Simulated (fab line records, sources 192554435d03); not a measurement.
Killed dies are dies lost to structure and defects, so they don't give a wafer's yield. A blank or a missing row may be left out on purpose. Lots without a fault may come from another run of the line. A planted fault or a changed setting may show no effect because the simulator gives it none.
Chamber matching | flow n5_finfet | N5_HKMG_FIN_STRIP_92 on rie_diel-02: 4 sister chambers
The step strips SOC in N2/H2, time 20 s. 8 wafers are shown with their chamber, then 10 later ones without.

WAFERS WITH THEIR CHAMBER
wafer  | chamber | showerhead_plenum_p_Torr (Torr) | throttle_valve_pct (%)
L084.3 | 2       | 3.54                            | 19.37
L084.5 | 3       | 3.24                            | 19.17
L088.5 | 3       | 3.23                            | 19.20
L088.6 | 0       | 3.21                            | 18.77
L090.5 | 1       | 3.49                            | 19.02
L090.6 | 0       | 3.21                            | 18.77
L092.1 | 1       | 3.48                            | 19.01
L092.2 | 2       | 3.53                            | 19.40

WAFERS WITHOUT THEIR CHAMBER
wafer  | showerhead_plenum_p_Torr (Torr) | throttle_valve_pct (%)
L092.3 | 3.23                            | 19.20
L092.4 | 3.21                            | 18.79
L092.5 | 3.48                            | 19.01
L092.6 | 3.53                            | 19.38
L093.1 | 3.53                            | 19.39
L093.4 | 3.21                            | 18.78
L093.5 | 3.21                            | 18.81
L095.4 | 3.53                            | 19.41
L095.5 | 3.22                            | 19.21
L095.6 | 3.53                            | 19.42

WHICH CHAMBER EACH WENT THROUGH
wafer  | from the rows above | in truth
L092.3 | 3                   | 3
L092.4 | 0                   | 0
L092.5 | 1                   | 1
L092.6 | 2                   | 2
L093.1 | 2                   | 2
L093.4 | 0                   | 0
L093.5 | 0                   | 0
L095.4 | 2                   | 2
L095.5 | 3                   | 3
L095.6 | 2                   | 2
Placed correctly: 10 of 10. Can't be placed from these rows: 0. Placed wrongly: 0.
How it was worked out, from the rows above alone: a wafer's distance from a chamber is the root of the sum, over the readings, of the square of ((its reading less the chamber's mean) divided by the reading's scatter). The wafer belongs to the nearest chamber; if the next one is less than 2 further off, it can't be placed. A chamber's mean is the mean of its shown wafers. The scatter: the root of (the sum of the squares of (reading less its chamber's mean) over the shown wafers, divided by (wafers less chambers)).
